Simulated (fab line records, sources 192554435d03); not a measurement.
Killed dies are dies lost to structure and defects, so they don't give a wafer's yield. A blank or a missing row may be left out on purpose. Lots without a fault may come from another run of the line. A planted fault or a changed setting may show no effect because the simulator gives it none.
fab line records | flow n5_finfet
record lots=6 wafers=16 last_day=18
route steps=1938 shown BEOL_M5@1162 PASSIVATION@1936
lots that met no fault: from a run of the same line without faults
start_h: hours from the record's first day to the start of the lot's first wafer shown | wait_h: hours since the lot's step before | " the same as in the row above | L1.1+2: a row that stands for several wafers | - no value, or no start given | * or withheld: withheld | < > ~ a bound
route shown NAME@n: a module of which the file shows steps, and the number in the route of the first | usual: mean/standard deviation of fault-free wafers | same: alike in all rows | chamber/n: place in a boat | sites: the reading at each site | _std_site: their standard deviation | _edge_site: outer sites' mean less inner sites' | radius_mm: how far each site lies from the wafer's centre | mask NAME#n: copy n | behind: the tool/chamber that last shaped the wafer | hold: why the lot was held/for how many hours/how that ended | device: the transistor (n, p or np) that didn't switch | end of line: the same wafers' tests at the end of the route | a step without rows: its recipe alone | killed: dies lost to structure and defects at the first sort, not the wafer's yield | map: a wafer's dies, x killed, . not, _ none there
set.NAME: the setting as run; set.NAME@STEP: as run at that earlier step | model.NAME: the simulator's own value behind a step, which no gauge read
lots at some steps of the route; a table a step, a row a wafer
services: from which hour (start_h, from the record's first day; less than 0 if before it) a tool's chamber was out of use, for how many hours, and why
## steps
# step N5_BEOL_M5_STRIP_91
# recipe chemistry=N2/H2 time_s=10 power_w=450 temp_c=40 pressure_mtorr=20 rf_frequency_hz=6e+07 bias_power_w=7 n2_flow_sccm=200 h2_flow_sccm=200
# usual drypump_motor_current_A=5.9/0.45 n2_flow_sccm=200.0/0.62 oes_product_au=0.77/0.077 rf_vpp_V=59.0/0.81 showerhead_plenum_p_Torr=2.52/0.11 throttle_valve_pct=23.8/0.37
# columns lot.wafer tool chamber start_h wait_h drypump_motor_current_A n2_flow_sccm oes_product_au rf_hours_counter_h rf_vpp_V showerhead_plenum_p_Torr throttle_valve_pct
L609.2 rie_diel-01 0 - - 5.5 201.1 0.70 220 59.1 2.52 24.0
L609.3 " 3 " " 5.4 199.1 0.78 139 58.6 2.58 24.6
L609.5 " 0 " " 5.5 200.3 0.70 - 59.1 2.52 24.0
L621.5 rie_diel-06 3 - - 5.9 199.5 0.76 - 59.0 2.34 23.5
L621.6 " 0 " " 6.6 199.0 0.73 - 58.7 2.42 23.3
L620.5 rie_diel-06 0 - - 6.5 199.7 0.72 - 59.4 2.42 23.3
L620.6 " 1 " " 6.5 200.4 0.85 - 58.5 2.70 23.6
L628.1 rie_diel-06 2 - - 5.6 199.9 0.94 22 59.0 2.46 23.8
L628.2 " 1 " " 6.5 199.7 0.84 70 60.2 2.69 23.7
L628.4 " 3 " " 5.8 199.8 0.74 163 58.6 2.33 23.5
L629.1 rie_diel-03 2 - - 6.2 199.8 0.67 239 60.3 2.61 23.5
L629.4 " 1 " " 6.8 200.6 0.66 235 58.0 2.39 23.8
L629.6 " 1 " " 6.8 200.0 0.66 - 59.4 2.39 23.8
L630.1 rie_diel-01 0 - - 5.5 201.1 0.96 4 58.3 2.51 23.7
L630.3 " 1 " " 5.5 199.9 0.88 41 59.6 2.56 23.4
L630.6 " 3 " " 5.4 200.0 0.73 - 58.9 2.56 24.6
# step N5_BEOL_M5_OCD_MEAS_38
# usual trench_depth_nm=71.3/1.5
# columns lot.wafer tool chamber start_h wait_h trench_depth_nm
L609.2 ocd-01 - 178.76 - 69.7
L609.3 " - " " 71.7
L609.5 " - " " 69.9
L621.5 ocd-01 - 249.76 - 73.1
L621.6 " - " " 73.3
L620.5 ocd-01 - 252.43 - 71.9
L620.6 " - " " 71.0
L628.1 ocd-01 - 305.65 - 74.2
L628.2 " - " " 71.0
L628.4 " - " " 73.7
L629.1 ocd-02 - 308.27 - 68.3
L629.4 " - " " 69.7
L629.6 " - " " 70.1
L630.1 ocd-01 - 317.09 - 71.3
L630.3 " - " " 73.0
L630.6 " - " " 71.9
# step N5_BEOL_M5_HM_STRIP_39
# recipe chemistry=peroxide_tin_strip material=TiN target_depth_a=250 temp_c=50 time_s=158
# step N5_BEOL_M5_SRD_40
# recipe time_s=30 temp_c=23 rinse_liquid=diw dry=ipa_marangoni
# step N5_BEOL_M5_PRECLEAN_42
# recipe chemistry=residue_remover time_s=60 temp_c=40
# step N5_BEOL_M5_SRD_43
# recipe time_s=30 temp_c=23 rinse_liquid=diw dry=ipa_marangoni
# step N5_BEOL_M5_CD_MEAS_35
# recipe target_cd_nm=28 target_cd_y_nm=24 polarity=opening
# usual cd_nm=27.9/0.38
# columns lot.wafer tool chamber start_h wait_h cd_nm
L609.2 cd_sem-03 - 178.91 0.0 28.4
L609.3 " - " " 28.0
L609.5 " - " " 28.3
L621.5 cd_sem-01 - 249.92 0.0 28.4
L621.6 " - " " 27.5
L620.5 cd_sem-02 - 252.59 0.0 27.6
L620.6 " - " " 28.2
L628.1 cd_sem-02 - 305.80 0.0 28.5
L628.2 " - " " 28.0
L628.4 " - " " 28.1
L629.1 cd_sem-03 - 308.42 0.0 28.2
L629.4 " - " " 27.7
L629.6 " - " " 27.6
L630.1 cd_sem-02 - 317.24 0.0 28.3
L630.3 " - " " 28.6
L630.6 " - " " 27.9
# step N5_BEOL_M5_CURE_80
# recipe temp_c=370 time_s=120 ambient=DMADMS/He material=SiCOH_lowk
# usual lamp_power_pct=52.31/0.055 wafer_temp_C_max=371.7/0.65
# columns lot.wafer tool chamber start_h wait_h lamp_power_pct wafer_temp_C_max
L609.2 uv_cure-02 2 179.00 0.1 52.31 371.6
L609.3 " 2 " " 52.22 371.5
L609.5 " 2 " " 52.28 371.9
L621.5 uv_cure-02 1 250.16 0.2 52.34 371.5
L621.6 " 1 " " 52.29 371.2
L620.5 uv_cure-01 0 252.82 0.2 52.29 371.7
L620.6 " 0 " " 52.26 371.4
L628.1 uv_cure-02 2 305.85 0.0 52.23 372.7
L628.2 " 2 " " 52.33 372.4
L628.4 " 2 " " 52.43 371.5
L629.1 uv_cure-02 0 308.46 0.0 52.37 371.6
L629.4 " 0 " " 52.33 371.5
L629.6 " 0 " " 52.34 371.7
L630.1 uv_cure-03 1 317.28 0.0 52.26 373.2
L630.3 " 1 " " 52.31 373.5
L630.6 " 1 " " 52.26 373.0
# step N5_BEOL_M5_DEGAS_44
# recipe ambient=vacuum temp_c=250 time_s=60
# usual heater_power_w=334/34
# columns lot.wafer tool chamber start_h wait_h heater_power_w
L609.2 pvd_sputter-01 - 179.39 0.3 315
L609.3 " - " " 310
L609.5 " - " " 309
L621.5 pvd_sputter-03 - 250.43 0.2 301
L621.6 " - " " 355
L620.5 pvd_sputter-02 - 256.16 3.3 366
L620.6 " - " " 364
L628.1 pvd_sputter-02 - 306.20 0.3 328
L628.2 " - " " 344
L628.4 " - " " 367
L629.1 pvd_sputter-01 - 309.13 0.6 243
L629.4 " - " " 308
L629.6 " - " " 240
L630.1 pvd_sputter-01 - 317.66 0.3 240
L630.3 " - " " 308
L630.6 " - " " 236
# step N5_BEOL_M5_PRE_CLEAN_45
# recipe gas=H2/He time_s=30 temp_c=250
# usual heater_power_w=334/33
# columns lot.wafer tool chamber start_h wait_h heater_power_w
L609.2 pvd_sputter-01 - 179.43 0.0 312
L609.3 " - " " 320
L609.5 " - " " 308
L621.5 pvd_sputter-03 - 250.47 0.0 304
L621.6 " - " " 343
L620.5 pvd_sputter-02 - 256.20 0.0 375
L620.6 " - " " 374
L628.1 pvd_sputter-02 - 306.24 0.0 327
L628.2 " - " " 342
L628.4 " - " " 374
L629.1 pvd_sputter-01 - 309.17 0.0 235
L629.4 " - " " 317
L629.6 " - " " 233
L630.1 pvd_sputter-01 - 317.70 0.0 239
L630.3 " - " " 313
L630.6 " - " " 239
# step N5_BEOL_M5_ALD_86
# recipe material=TaN target_thk_a=* temp_c=275 ald_precursor_family=PDMAT ald_co_reactant=NH3 pressure_torr=3 carrier_flow_sccm=1500 pulse_time_s=2 purge_time_s=3 co_reactant_purge_time_s=2 co_reactant_pulse_time_s=3 ald_cycles=30 precursor_vessel_temp_c=75 precursor_vessel_pressure_torr=26.25 precursor_vessel_carrier_sccm=1000
# step N5_BEOL_M5_SURFACE_TREAT_87
# recipe gas=Ar time_s=* ion_energy_ev=* ion_current_ma_cm2=0.5 pressure_mtorr=* ar_flow_sccm=30
# usual throttle_valve_pct=*
# columns lot.wafer tool chamber start_h wait_h throttle_valve_pct
L609.2 pvd_sputter-02 - 179.85 0.2 *
L609.3 " - " " *
L609.5 " - " " *
L621.5 pvd_sputter-02 - 251.01 0.3 *
L621.6 " - " " *
L620.5 pvd_sputter-02 - 256.54 0.1 *
L620.6 " - " " *
L628.1 pvd_sputter-02 - 306.76 0.3 *
L628.2 " - " " *
L628.4 " - " " *
L629.1 pvd_sputter-02 - 309.60 0.3 *
L629.4 " - " " *
L629.6 " - " " *
L630.1 pvd_sputter-03 - 318.07 0.2 *
L630.3 " - " " *
L630.6 " - " " *
# step N5_BEOL_M5_CVD_47
# recipe material=Co target_thk_a=30 temp_c=withheld precursor=CCTBA/H2 pressure_torr=30 time_s=216
# usual run_length_s=239.1/0.59
# columns lot.wafer tool chamber start_h wait_h run_length_s
L609.2 cvd_co-01 1 179.91 0.0 239.2
L609.3 " 2 " " 237.9
L609.5 " 2 " " 238.0
L621.5 cvd_co-02 1 251.50 0.5 239.0
L621.6 " 0 " " 234.8
L620.5 cvd_co-02 1 256.73 0.2 239.3
L620.6 " 0 " " 234.6
L628.1 cvd_co-01 1 306.85 0.1 238.7
L628.2 " 0 " " 239.6
L628.4 " 2 " " 238.3
L629.1 cvd_co-02 1 309.66 0.0 238.6
L629.4 " 0 " " 239.8
L629.6 " 1 " " 238.7
L630.1 cvd_co-02 2 318.21 0.1 239.1
L630.3 " 1 " " 239.5
L630.6 " 0 " " 239.1
# step N5_BEOL_M5_SPUTTER_48
# recipe material=Cu target_thk_a=150 temp_c=-20 chamber_pressure_pa=0.07 power_w=withheld time_s=27.62
# step N5_PASSIVATION_PROBE_49
# usual defect_limited_yield=91.2/1.6 killed_at_M0_to_M3=34/11 killed_at_M4_up=13/5.2 killed_at_contacts=13/6.3 killed_at_front_end=40/14 killed_at_other=3.2/2.4 killed_dies=104/19 killed_open=69/14 killed_short=32/7.5 sort_bin_5_function=5.3/1.1 sort_bin_6_memory=3.2/0.73 sort_bin_8_speed=0.01/0.038 sort_n_pass=1076/19 sort_yield_pct=91.2/1.6
# same gross_dies=1180 killed_at_back_side=0 sort_bin_4_leakage[%]=0
# columns lot.wafer tool chamber start_h wait_h defect_limited_yield[%] killed_at_M0_to_M3 killed_at_M4_up killed_at_contacts killed_at_front_end killed_at_other killed_dies killed_open killed_short sort_bin_5_function[%] sort_bin_6_memory[%] sort_bin_8_speed[%] sort_n_pass sort_yield_pct[%]
L621.5 prober-02 - 347.60 0.2 87.1 39 15 15 80 3 152 107 38 8.1 4.1 0 1028 87.1
L621.6 prober-02 - 347.65 0.3 87.4 48 23 15 63 0 149 99 46 7.0 5.3 0 1031 87.4
L620.5 prober-02 - 349.92 0.2 92.4 27 13 18 29 3 90 63 27 3.9 3.6 0 1090 92.4
L620.6 prober-02 - 349.97 0.3 93.8 18 6 11 36 2 73 48 23 4.1 1.9 0 1107 93.8
L628.1 prober-02 - 406.43 0.0 89.6 38 15 10 52 8 123 87 33 7.4 2.8 0 1057 89.6
L628.2 prober-02 - 406.48 0.1 91.9 16 18 1 60 0 95 61 33 4.2 3.6 0 1085 91.9
L628.4 prober-02 - 406.58 0.2 90.6 33 14 12 51 1 111 75 31 5.5 3.2 0 1069 90.6
# killed by level:class
L621.5 STI_FIN_REVEAL:geometric_particle:open=33 MOL_CONTACT_COAG:geometric_particle:open=13 FIN_SAQP:geometric_particle:open=12 BEOL_M0_SAQP:geometric_particle:short=11 BEOL_M0_SAQP:geometric_particle:open=9 BEOL_M4:geometric_particle:open=9 STI_FIN_REVEAL:geometric_particle:short=7 BEOL_M3:geometric_particle:open=6
L621.6 STI_FIN_REVEAL:geometric_particle:open=15 FIN_SAQP:geometric_particle:open=13 MOL_CONTACT_COAG:geometric_particle:open=12 BEOL_M4:geometric_particle:open=12 FIN_SAQP:geometric_particle:short=9 BEOL_M2:geometric_particle:open=9 BEOL_M0:geometric_particle:open=7 BEOL_M0_SAQP:geometric_particle:open=7
L620.5 MOL_CONTACT_COAG:geometric_particle:open=17 BEOL_M2:geometric_particle:open=8 BEOL_M4:geometric_particle:open=8 BEOL_M0_SAQP:geometric_particle:open=6 STI_FIN_REVEAL:geometric_particle:open=4 STI_FIN_REVEAL:geometric_particle:short=4 ILD0:geometric_particle:short=4 GATE_CUT:geometric_particle:short=4
L620.6 MOL_CONTACT_COAG:geometric_particle:open=8 BEOL_M2:geometric_particle:open=7 FIN_SAQP:geometric_particle:open=5 FIN_SAQP:geometric_particle:short=4 STI_FIN_REVEAL:geometric_particle:open=4 DUMMY_GATE:geometric_particle:open=4 BEOL_M3:geometric_particle:open=4 STARTING-WAFER:geometric_particle:short=4
L628.1 BEOL_M0_SAQP:geometric_particle:open=12 FIN_SAQP:geometric_particle:open=11 BEOL_M3:geometric_particle:open=11 GATE_CUT:geometric_particle:short=8 MOL_CONTACT_COAG:geometric_particle:open=8 DUMMY_GATE:geometric_particle:open=7 FIN_SAQP:geometric_particle:short=6 BEOL_M1:geometric_particle:open=5
L628.2 FIN_SAQP:geometric_particle:open=23 FIN_SAQP:geometric_particle:short=15 DUMMY_GATE:geometric_particle:open=5 GATE_CUT:geometric_particle:short=5 BEOL_M4:geometric_particle:open=5 BEOL_M5:geometric_particle:open=5 BEOL_M1:geometric_particle:open=3 BEOL_M2:geometric_particle:open=3
L628.4 BEOL_M3:geometric_particle:open=16 MOL_CONTACT_COAG:geometric_particle:open=11 FIN_SAQP:geometric_particle:open=9 FIN_SAQP:geometric_particle:short=9 STI_FIN_REVEAL:geometric_particle:open=7 BEOL_M4:geometric_particle:open=6 DUMMY_GATE:geometric_particle:open=5 ILD0:geometric_particle:short=5
## services
# columns tool chamber start_h hours kind
rie_diel-01 1 176.55 - clean
rie_diel-01 1 176.55 - consumable_replace:focus_ring
rie_diel-01 1 176.55 15.4 scheduled_down
uv_cure-02 - 181.11 2.1 pm
uv_cure-02 - 187.43 5.1 repair
rie_diel-06 2 198.77 - clean
rie_diel-06 2 198.77 - consumable_replace:focus_ring
rie_diel-06 2 198.77 24.8 scheduled_down
rie_diel-06 2 198.77 24.8 vent_cycle
rie_diel-06 - 199.41 3.9 repair
uv_cure-01 - 201.01 7.5 pm
rie_diel-01 3 207.40 19.4 repair
uv_cure-03 - 217.24 7.5 pm
cvd_co-01 - 225.40 8.7 repair
uv_cure-02 - 241.18 2.8 pm
uv_cure-01 - 241.66 2.1 pm
cvd_co-01 1 243.35 14.7 repair
cvd_co-01 2 245.00 16.6 repair
cvd_co-02 - 261.34 3.8 pm
uv_cure-01 - 261.58 15.1 repair
cvd_co-01 - 276.75 1.3 repair
rie_diel-01 1 293.98 4.3 repair
uv_cure-01 - 296.75 2.6 repair
rie_diel-03 - 297.78 2.8 pm
## key
first_sign step=N5_BEOL_M5_CVD_47 reading=run_length_s direction=down sigmas=7.5 usual=* struck=*
effect none on later readings
met_at N5_BEOL_M5_CVD_47
struck_wafers L620.6,L621.6
fault kind=process_parameter_drift tool=cvd_co-02 chamber=- onset_h=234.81 steps=N5_BEOL_M5_CVD_47 channel=time_s offset=* shape=step end_h=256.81 scope=struck_wafers_only acts_in=* stated=*
